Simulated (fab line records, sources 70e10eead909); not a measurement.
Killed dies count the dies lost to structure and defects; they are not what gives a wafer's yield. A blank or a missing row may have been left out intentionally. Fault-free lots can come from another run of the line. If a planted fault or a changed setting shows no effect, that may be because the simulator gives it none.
A struck lot beside a sound one    flow nandHarc    14 steps out of a route of 1302
Sound: these wafers, L615.1, L615.2, L615.3. Struck: wafers L625.1, L625.2, L625.5. The cause comes at the end.
Per side, at each step with rows, come the tool, then ch with its chambers, and then its first start. Under that, the readings that differ: sound wafers    struck wafers    difference of the means    sigmas: that difference in standard deviations of wafers without a fault.
alike: same words and numbers on both sides, and readings whose means sit less than 2 such deviations apart. not compared: any withheld reading, any reading some wafer has no value for, any bound like >300 that may hide the same value, and any number with overlapping values for which the record gives no deviation.
Wherever a step has rows on one side only, a row that says differs or no value, or a row with sigmas, the two part there. When numbers do not overlap yet have no deviation, they are printed without sigmas and do not part them. A reading that every wafer of one side lacks parts them only if that side has two wafers or more.

NHARC_A_STAIRCASE_ETCH_188: etches the open film in C4F8/O2, target depth 100 nm, time 40.5 s.
  sound: rieDiel-04 ch 1,2,3; struck: rieDiel-11 ch 1,3
  alike: oesProductAu, rfVppV
  not compared: rfHoursCounterH
then, 2 steps without rows for these wafers: NHARC_A_STAIRCASE_TRIM_189 (chemistry O2, time 211.2 s); NHARC_A_STAIRCASE_ETCH_190 (etches the open film in C4F8/O2, target depth 100 nm, time 40.5 s).
NHARC_A_STAIRCASE_TRIM_191: chemistry O2, time 211.2 s.
  sound: rieDiel-04 ch 1,2,3; struck: rieDiel-11 ch 0,1
  alike: chamberPressureMTorr, drypumpMotorCurrentA, oesProductAu, rfVppV, showerheadPlenumPTorr, throttleValvePct
  not compared: rfHoursCounterH
then, 2 steps without rows for these wafers: NHARC_A_STAIRCASE_ETCH_192 (etches the open film in C4F8/O2, target depth 100 nm, time 40.5 s); NHARC_A_STAIRCASE_TRIM_193 (chemistry O2, time 211.2 s).
NHARC_A_STAIRCASE_ETCH_194: etches the open film in C4F8/O2, target depth 100 nm, time 40.5 s.
  sound: rieDiel-04 ch 1,2,3; struck: rieDiel-11 ch 1,2,3
  alike: oesProductAu, rfVppV
  not compared: rfHoursCounterH
then, 3 steps without rows for these wafers: NHARC_A_STAIRCASE_TRIM_196 (chemistry O2, time 211.2 s); NHARC_A_STAIRCASE_ETCH_197 (etches the open film in C4F8/O2, target depth 100 nm, time 40.5 s); NHARC_A_STAIRCASE_TRIM_198 (chemistry O2, time 211.2 s).
NHARC_A_STAIRCASE_ETCH_199: etches the open film in C4F8/O2, target depth 100 nm, time 40.5 s.
  sound: rieDiel-03 ch 0,1,3; struck: rieDiel-11 ch 1,2,3
reading              sound              struck             difference  sigmas
oesProductAu (a.u.)  0.925 0.932 0.934  0.961 0.974 0.948  +0.031      +2
  alike: rfVppV
  not compared: rfHoursCounterH
NHARC_A_STAIRCASE_TRIM_200: chemistry O2, time 211.2 s.
  sound on rieDiel-03 ch 0,1,3, day 17 19:20; struck on rieDiel-11 ch 0,1,2, day 21 20:13
  no value came back on the struck wafers for any of 8 readings (biasW (W), chamberPressureMTorr (mTorr) and others); on the sound wafers biasW (W) reads 0 0 0
NHARC_A_STAIRCASE_ETCH_201: etches the open film in C4F8/O2, target depth 100 nm, time 40.5 s.
  sound: rieDiel-03 ch 0,2,3; struck: rieDiel-11 ch 0,1,3
  alike: oesProductAu, rfVppV
  not compared: rfHoursCounterH
-- record jumps: 9 days between struck wafers' starts before vs after; left off in module A_STAIRCASE, resumes in module END, first step shown is number 1302 of the route --
NHARC_END_SORT_01:
  only the struck wafers appear in the record here, on prober-01 ch 0 at day 30 20:08; the sound ones have no rows

## WHERE THEY PART
Earliest at NHARC_A_STAIRCASE_ETCH_199; latest, in this record, at NHARC_END_SORT_01.

WHY: the cause the simulator had injected
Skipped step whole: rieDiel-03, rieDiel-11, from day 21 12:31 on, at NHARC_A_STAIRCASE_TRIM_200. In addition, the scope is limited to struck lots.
